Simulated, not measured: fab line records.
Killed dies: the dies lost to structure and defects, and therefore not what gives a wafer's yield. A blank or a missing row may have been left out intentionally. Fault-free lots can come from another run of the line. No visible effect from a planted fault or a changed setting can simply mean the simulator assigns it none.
fab line records + flow nand-harc
record
- lots=14
- wafers=42
- last-day=33
route steps=1302 shown A_BONDPAD@1229 THIN_TSV@1269 END@1302
lots that met no fault: taken from a fault-free run of the same line
start-h: hours from the record's first day to the start of the lot's first wafer shown + wait-h: hours since the lot's step before + " identical to the entry in the row above + L1.1+2: several wafers, shown together as one row + - no value, or no start was given + * or withheld: withheld + < > ~ a bound
route shown NAME@n: a module of which the file shows steps, and the number in the route of the first + usual: mean/standard deviation of fault-free wafers + same: alike in all rows + chamber/n: place in a boat + sites: each site's reading + _std_site: the standard deviation of these + _edge_site: inner sites' mean taken away from outer sites' mean + radius-mm: how far each site lies from the wafer's centre + mask NAME#n: copy n + behind: the last tool/chamber to shape the wafer + hold: why the lot was held/for how many hours/how that ended + device: transistor that didn't switch, given as n, p or np + end of line: the tests these same wafers got at the end of their route + where a step has no rows: the recipe by itself + killed: not the wafer's yield, but the dies lost to structure and defects at the first sort + map: per-die view of a wafer (x killed, . not killed, _ where there is no die)
set.NAME: the setting as run; set.NAME@STEP: as run at that earlier step + model.NAME: the simulator's own value behind a step, which no gauge read
a sample of lots followed through the steps of the route, with each step as a table and each wafer as a row
services: the hour from which a tool's chamber was out of use, counted from the record's first day as start-h (under 0 if before that day), plus the number of hours and why
## steps
# step NHARC_A_BONDPAD_ECD_18
# recipe
- target-thk-a=4000
- bath-temp-c=25
- material=Cu
| lot.wafer  | tool      | chamber | start-h | wait-h |
|------------|-----------|---------|---------|--------|
| L282.1+3+5 | ecd-cu-02 | 1       | 571.31  | -      |
| L281.2+5+6 | ecd-cu-01 | 0,1,0   | 572.35  | -      |
| L283.3+5+6 | ecd-cu-02 | 1,1,0   | 587.59  | -      |
| L285.1+2+3 | ecd-cu-02 | 1,0,0   | 610.95  | -      |
| L287.1+4+6 | ecd-cu-02 | 0       | 623.60  | -      |
| L291.2+4+5 | ecd-cu-02 | 1,0,0   | 645.81  | -      |
| L290.1+4+6 | ecd-cu-01 | 1,1,0   | 646.72  | -      |
| L289.2+4+3 | ecd-cu-02 | 0,0,1   | 652.50  | -      |
| L294.1+3+6 | ecd-cu-01 | 0,1,0   | 684.73  | -      |
| L293.3+4+5 | ecd-cu-02 | 1,0,0   | 686.20  | -      |
| L295.1+3+4 | ecd-cu-01 | 0,1,0   | 696.18  | -      |
| L292.2+3+5 | ecd-cu-02 | 0,1,1   | 702.31  | -      |
| L299.2+6+5 | ecd-cu-01 | 0,0,1   | 753.83  | -      |
| L301.1+4+5 | ecd-cu-01 | 1,0,1   | 764.08  | -      |
# step NHARC_THIN_TSV_STRIP_62
# recipe
- power-w=1500
- temp-c=250
- time-s=20
- chemistry=N2/H2
# usual
- drypump-motor-current-A=6.20/0.21
- heater-power-w=346/31
| lot.wafer | tool            | chamber | start-h | wait-h | drypump-motor-current-A | heater-power-w | rf-hours-counter-h |
|-----------|-----------------|---------|---------|--------|-------------------------|----------------|--------------------|
| L282.1    | plasma-asher-01 | 0       | 587.70  | -      | 5.86                    | 319            | 11                 |
| L282.3    | "               | 0       | "       | "      | 5.85                    | 314            | -                  |
| L282.5    | "               | 0       | "       | "      | 5.85                    | 321            | -                  |
| L281.2    | plasma-asher-02 | 1       | 588.89  | -      | 6.46                    | 380            | 34                 |
| L281.6    | "               | 1       | "       | "      | 6.47                    | 366            | -                  |
| L281.5    | "               | 0       | "       | "      | 6.30                    | 349            | -                  |
| L283.3    | plasma-asher-02 | 0       | 604.64  | -      | 6.30                    | 369            | -                  |
| L283.5    | "               | 1       | "       | "      | 6.46                    | 361            | -                  |
| L283.6    | "               | 0       | "       | "      | 6.29                    | 369            | -                  |
| L285.2    | plasma-asher-01 | 0       | 627.18  | -      | 5.91                    | 312            | 19                 |
| L285.1    | "               | 1       | "       | "      | 6.16                    | 311            | 19                 |
| L285.3    | "               | 0       | "       | "      | 5.88                    | 319            | -                  |
| L287.1    | plasma-asher-01 | 0       | 639.74  | -      | 5.87                    | 325            | 23                 |
| L287.4    | "               | 1       | "       | "      | 6.16                    | 313            | -                  |
| L287.6    | "               | 1       | "       | "      | 6.14                    | 313            | -                  |
| L291.2    | plasma-asher-01 | 1       | 662.15  | -      | 6.15                    | 309            | 27                 |
| L291.4    | "               | 0       | "       | "      | 5.89                    | 321            | -                  |
| L291.5    | "               | 0       | "       | "      | 5.89                    | 317            | -                  |
| L290.1    | plasma-asher-01 | 0       | 663.04  | -      | 5.86                    | 320            | 27                 |
| L290.4    | "               | 0       | "       | "      | 5.86                    | 318            | -                  |
| L290.6    | "               | 0       | "       | "      | 5.86                    | 314            | -                  |
| L289.2    | plasma-asher-02 | 0       | 668.48  | -      | 6.31                    | 381            | 12                 |
| L289.3    | "               | 0       | "       | "      | 6.29                    | 382            | -                  |
| L289.4    | "               | 1       | "       | "      | 6.46                    | 376            | -                  |
| L294.1    | plasma-asher-02 | 1       | 700.77  | -      | 6.47                    | 374            | 19                 |
| L294.3    | "               | 0       | "       | "      | 6.30                    | 379            | -                  |
| L294.6    | "               | 1       | "       | "      | 6.44                    | 382            | -                  |
| L293.4    | plasma-asher-02 | 0       | 702.00  | -      | 6.27                    | 386            | -                  |
| L293.3    | "               | 1       | "       | "      | 6.45                    | 387            | -                  |
| L293.5    | "               | 1       | "       | "      | 6.45                    | 373            | -                  |
| L295.1    | plasma-asher-01 | 0       | 712.23  | -      | 5.88                    | 329            | 3                  |
| L295.4    | "               | 1       | "       | "      | 6.19                    | 300            | -                  |
| L295.3    | "               | 0       | "       | "      | 5.88                    | 327            | -                  |
| L292.2    | plasma-asher-02 | 1       | 720.28  | 0.5    | 6.50                    | 382            | 23                 |
| L292.3    | "               | 0       | "       | "      | 6.32                    | 387            | -                  |
| L292.5    | "               | 1       | "       | "      | 6.49                    | 385            | -                  |
| L299.2    | plasma-asher-01 | 0       | 769.88  | -      | 5.88                    | 329            | 13                 |
| L299.6    | "               | 0       | "       | "      | 5.88                    | 331            | -                  |
| L299.5    | "               | 1       | "       | "      | 6.17                    | 313            | -                  |
| L301.1    | plasma-asher-01 | 1       | 780.20  | -      | 6.17                    | 308            | 16                 |
| L301.4    | "               | 0       | "       | "      | 5.88                    | 324            | -                  |
| L301.5    | "               | 1       | "       | "      | 6.18                    | 314            | -                  |
# step NHARC_THIN_TSV_PVD_51
# recipe
- target-thk-a=1000
- chamber-pressure-pa=5
- material=Cu
# usual
- throttle-valve-pct=30.5/0.89
| lot.wafer | tool           | chamber | start-h | wait-h | throttle-valve-pct |
|-----------|----------------|---------|---------|--------|--------------------|
| L282.3    | pvd-sputter-02 | -       | -       | -      | 28.9               |
| L282.1    | "              | -       | "       | "      | 29.2               |
| L282.5    | "              | -       | "       | "      | 30.2               |
| L281.2    | pvd-sputter-03 | -       | -       | -      | 30.4               |
| L281.6    | "              | -       | "       | "      | 30.5               |
| L281.5    | "              | -       | "       | "      | 30.2               |
| L283.3    | pvd-sputter-03 | -       | -       | -      | 30.5               |
| L283.5    | "              | -       | "       | "      | 31.2               |
| L283.6    | "              | -       | "       | "      | 30.7               |
| L285.1    | pvd-sputter-02 | -       | -       | -      | 30.4               |
| L285.2    | "              | -       | "       | "      | 29.0               |
| L285.3    | "              | -       | "       | "      | 29.6               |
| L287.4    | pvd-sputter-01 | -       | -       | -      | 29.9               |
| L287.1    | "              | -       | "       | "      | 31.6               |
| L287.6    | "              | -       | "       | "      | 30.8               |
| L291.2    | pvd-sputter-03 | -       | -       | -      | 31.4               |
| L291.4    | "              | -       | "       | "      | 30.7               |
| L291.5    | "              | -       | "       | "      | 31.5               |
| L290.1    | pvd-sputter-02 | -       | -       | -      | 29.7               |
| L290.4    | "              | -       | "       | "      | 29.3               |
| L290.6    | "              | -       | "       | "      | 30.9               |
| L289.4    | pvd-sputter-03 | -       | -       | -      | 31.5               |
| L289.3    | "              | -       | "       | "      | 31.1               |
| L289.2    | "              | -       | "       | "      | 30.5               |
| L294.1    | pvd-sputter-01 | -       | -       | -      | 30.8               |
| L294.3    | "              | -       | "       | "      | 30.0               |
| L294.6    | "              | -       | "       | "      | 31.2               |
| L293.3    | pvd-sputter-03 | -       | -       | -      | 30.3               |
| L293.4    | "              | -       | "       | "      | 31.6               |
| L293.5    | "              | -       | "       | "      | 30.2               |
| L295.3    | pvd-sputter-01 | -       | -       | -      | 31.8               |
| L295.1    | "              | -       | "       | "      | 29.9               |
| L295.4    | "              | -       | "       | "      | 31.1               |
| L292.2    | pvd-sputter-02 | -       | -       | -      | 30.8               |
| L292.3    | "              | -       | "       | "      | 29.7               |
| L292.5    | "              | -       | "       | "      | 29.3               |
| L299.2    | pvd-sputter-02 | -       | -       | -      | 29.3               |
| L299.6    | "              | -       | "       | "      | 29.4               |
| L299.5    | "              | -       | "       | "      | 29.5               |
| L301.4    | pvd-sputter-01 | -       | -       | -      | 29.9               |
| L301.1    | "              | -       | "       | "      | 30.1               |
| L301.5    | "              | -       | "       | "      | 29.6               |
# step NHARC_THIN_TSV_CD_MEAS_37
# usual
- cd-nm=4999.5/2.4
| lot.wafer | tool      | chamber | start-h | wait-h | cd-nm  |
|-----------|-----------|---------|---------|--------|--------|
| L282.1    | cd-sem-01 | -       | 592.74  | -      | 4998.7 |
| L282.3    | "         | -       | "       | "      | 4994.3 |
| L282.5    | "         | -       | "       | "      | 4996.4 |
| L281.2    | cd-sem-03 | -       | 593.62  | -      | 4999.5 |
| L281.5    | "         | -       | "       | "      | 5000.0 |
| L281.6    | "         | -       | "       | "      | 5000.6 |
| L283.3    | cd-sem-01 | -       | 609.45  | -      | 4997.9 |
| L283.5    | "         | -       | "       | "      | 4998.0 |
| L283.6    | "         | -       | "       | "      | 4995.6 |
| L285.1    | cd-sem-01 | -       | 631.86  | -      | 5000.2 |
| L285.2    | "         | -       | "       | "      | 4999.4 |
| L285.3    | "         | -       | "       | "      | 4999.9 |
| L287.1    | cd-sem-02 | -       | 644.77  | -      | 4999.9 |
| L287.4    | "         | -       | "       | "      | 4999.1 |
| L287.6    | "         | -       | "       | "      | 4999.8 |
| L291.2    | cd-sem-02 | -       | 666.86  | -      | 5000.4 |
| L291.4    | "         | -       | "       | "      | 4998.7 |
| L291.5    | "         | -       | "       | "      | 5000.3 |
| L290.1    | cd-sem-01 | -       | 667.66  | -      | 5001.4 |
| L290.4    | "         | -       | "       | "      | 4996.8 |
| L290.6    | "         | -       | "       | "      | 4998.8 |
| L289.2    | cd-sem-01 | -       | 673.24  | -      | 5002.4 |
| L289.3    | "         | -       | "       | "      | 4995.4 |
| L289.4    | "         | -       | "       | "      | 4999.5 |
| L294.1    | cd-sem-01 | -       | 706.19  | -      | 4999.5 |
| L294.3    | "         | -       | "       | "      | 5003.1 |
| L294.6    | "         | -       | "       | "      | 4996.8 |
| L293.3    | cd-sem-03 | -       | 706.78  | -      | 5002.0 |
| L293.4    | "         | -       | "       | "      | 5003.6 |
| L293.5    | "         | -       | "       | "      | 5001.0 |
| L295.1    | cd-sem-02 | -       | 716.99  | -      | 4999.7 |
| L295.3    | "         | -       | "       | "      | 5002.9 |
| L295.4    | "         | -       | "       | "      | 4996.3 |
| L292.2    | cd-sem-03 | -       | 725.01  | -      | 5000.8 |
| L292.3    | "         | -       | "       | "      | 4998.4 |
| L292.5    | "         | -       | "       | "      | 5001.1 |
| L299.2    | cd-sem-01 | -       | 774.64  | -      | 5003.9 |
| L299.5    | "         | -       | "       | "      | 4997.9 |
| L299.6    | "         | -       | "       | "      | 5000.9 |
| L301.1    | cd-sem-03 | -       | 785.12  | -      | 4996.4 |
| L301.4    | "         | -       | "       | "      | 5002.6 |
| L301.5    | "         | -       | "       | "      | 4998.6 |
# step NHARC_END_SORT_01
# recipe
- temp-c=25
# usual
- killed-at-array=62/15
- killed-at-other=0.8/1
- killed-at-periphery=3.7/2.6
- killed-dies=66/15
- killed-open=3.1/1.8
- killed-short=2.6/1.7
# same
- gross-dies=677
| lot.wafer | tool      | chamber | start-h | wait-h | killed-at-array | killed-at-other | killed-at-periphery | killed-dies | killed-open | killed-short |
|-----------|-----------|---------|---------|--------|-----------------|-----------------|---------------------|-------------|-------------|--------------|
| L299.2    | prober-02 | 0       | 783.81  | 2.8    | 308             | 0               | 2                   | 310         | 2           | 1            |
| L299.5    | prober-02 | 0       | 786.22  | 3.7    | 318             | 0               | 1                   | 319         | 6           | 1            |
| L299.6    | prober-02 | 0       | 787.02  | 4.0    | 312             | 3               | 4                   | 319         | 3           | 2            |
| L301.1    | prober-01 | 0       | 792.76  | 2.5    | 262             | 2               | 1                   | 265         | 0           | 1            |
| L301.4    | prober-01 | 0       | 795.17  | 3.4    | 285             | 3               | 0                   | 288         | 2           | 2            |
| L301.5    | prober-01 | 0       | 795.97  | 3.7    | 274             | 1               | 3                   | 278         | 2           | 2            |
# killed by level:class
L299.2 A_BONDPAD:unspecified=254 A_CHANNEL_HOLE_D2:chamber-film-flake=19 A_CHANNEL_HOLE_D1:chamber-film-flake=10 A_SLIT:chamber-film-flake=8 A_STAIRCASE:chamber-film-flake=6 A_CONTACT:chamber-film-flake=4 A_CONTACT:area-etch=2 P_GATE:geometric-particle:open=1
L299.5 A_BONDPAD:unspecified=262 A_CHANNEL_HOLE_D2:chamber-film-flake=22 A_CHANNEL_HOLE_D1:chamber-film-flake=17 A_STAIRCASE:chamber-film-flake=3 A_SLIT:chamber-film-flake=3 A_BLC:geometric-particle:open=2 A_CONTACT:chamber-film-flake=2 A_WL_FILL:chamber-film-flake=2
L299.6 A_BONDPAD:unspecified=244 A_CHANNEL_HOLE_D2:chamber-film-flake=31 A_CHANNEL_HOLE_D1:chamber-film-flake=17 A_STAIRCASE:chamber-film-flake=5 A_SLIT:chamber-film-flake=5 A_WL_FILL:chamber-film-flake=2 A_CONTACT:chamber-film-flake=2 HYBRID_BOND:chamber-film-flake=2
L301.1 A_BONDPAD:unspecified=216 A_SLIT:chamber-film-flake=30 A_CONTACT:chamber-film-flake=7 A_DECK1_JOINT:chamber-film-flake=3 A_CHANNEL_HOLE_D2:chamber-film-flake=2 THIN_TSV:chamber-film-flake=2 A_ONON_D1:geometric-particle:short=1 P_ZERO_WELL:chamber-film-flake=1
L301.4 A_BONDPAD:unspecified=233 A_SLIT:chamber-film-flake=28 A_CONTACT:chamber-film-flake=10 A_CHANNEL_HOLE_D2:chamber-film-flake=3 THIN_TSV:chamber-film-flake=3 A_CHANNEL_FILL_D2:geometric-particle:short=2 A_STAIRCASE:chamber-film-flake=2 A_CONTACT:geometric-particle:open=1
L301.5 A_BONDPAD:unspecified=238 A_SLIT:chamber-film-flake=22 A_CONTACT:chamber-film-flake=6 A_CHANNEL_HOLE_D2:chamber-film-flake=2 A_CHANNEL_FILL_D2:chamber-film-flake=2 P_CONTACT:geometric-particle:short=1 P_CONTACT:geometric-particle:open=1 A_CHANNEL_FILL_D1:geometric-particle:short=1
## services
| tool            | chamber | start-h | hours | kind       |
|-----------------|---------|---------|-------|------------|
| pvd-sputter-03  | -       | 548.23  | 4.0   | repair     |
| pvd-sputter-02  | -       | 566.26  | 2.7   | repair     |
| plasma-asher-01 | -       | 572.15  | 6.2   | repair     |
| pvd-sputter-01  | -       | 584.22  | 10.0  | pm         |
| ecd-cu-02       | -       | 596.39  | 8.0   | pm         |
| plasma-asher-02 | -       | 606.29  | 9.0   | pm         |
| pvd-sputter-01  | -       | 628.54  | 2.7   | repair     |
| pvd-sputter-02  | -       | 646.78  | 10.0  | pm         |
| ecd-cu-02       | -       | 656.03  | 1.4   | repair     |
| ecd-cu-01       | -       | 672.13  | 0.9   | repair     |
| ecd-cu-02       | -       | 684.81  | 0.3   | repair     |
| ecd-cu-01       | -       | 688.00  | 8.0   | pm         |
| plasma-asher-01 | -       | 696.24  | 9.0   | pm         |
| plasma-asher-01 | 0       | 696.24  | 9.0   | vent-cycle |
| plasma-asher-01 | 1       | 696.24  | 9.0   | vent-cycle |
| pvd-sputter-03  | -       | 696.28  | 2.2   | repair     |
| plasma-asher-01 | 0       | 705.24  | -     | clean      |
| pvd-sputter-02  | -       | 732.28  | 1.7   | repair     |
| pvd-sputter-01  | -       | 759.75  | 2.4   | repair     |
| ecd-cu-01       | -       | 759.93  | 1.1   | repair     |
| pvd-sputter-01  | -       | 762.22  | 10.0  | pm         |
| ecd-cu-02       | -       | 762.34  | 15.8  | repair     |
| ecd-cu-01       | -       | 775.65  | 4.4   | repair     |
| ecd-cu-02       | -       | 778.18  | 8.0   | pm         |
## key
first-sign
- step=NHARC_END_SORT_01
- reading=killed-at-array
- direction=up
- sigmas=15
- usual=62
- struck=293
effect
- step=NHARC_END_SORT_01
- reading=killed-dies
- direction=up
- sigmas=15
- usual=66
- struck=296
more-kills-born-at
- NHARC_A_BONDPAD_ECD_18@ecd-cu-01=1447
met-at NHARC_A_BONDPAD_ECD_18
struck-lots L299,L301
tester-left-out L299
not-acting-at NHARC_THIN_TSV_STRIP_62,NHARC_THIN_TSV_PVD_51,NHARC_THIN_TSV_CD_MEAS_37
onset-between 696.18 753.83
also-fits time
earlier-fault
- kind=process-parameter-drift
- tool=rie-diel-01
- chamber=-
- onset-h=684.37
- steps=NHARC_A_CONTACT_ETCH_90
- channel=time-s
- offset=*
- shape=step
- acts-in=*
- stated=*
fault
- kind=chamber-particle-source
- tool=ecd-cu-01
- chamber=-
- onset-h=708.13
- steps=NHARC_A_BONDPAD_ECD_18
- rate-per-visit-cm2=0.52733
# tester-left-out: of these lots the tester's yield and bins aren't shown, on N5 and GAA mostly nor the transistor test; their killed dies are dies lost to structure and defects alone, not to doping, threshold or leakage, so they don't give the yield
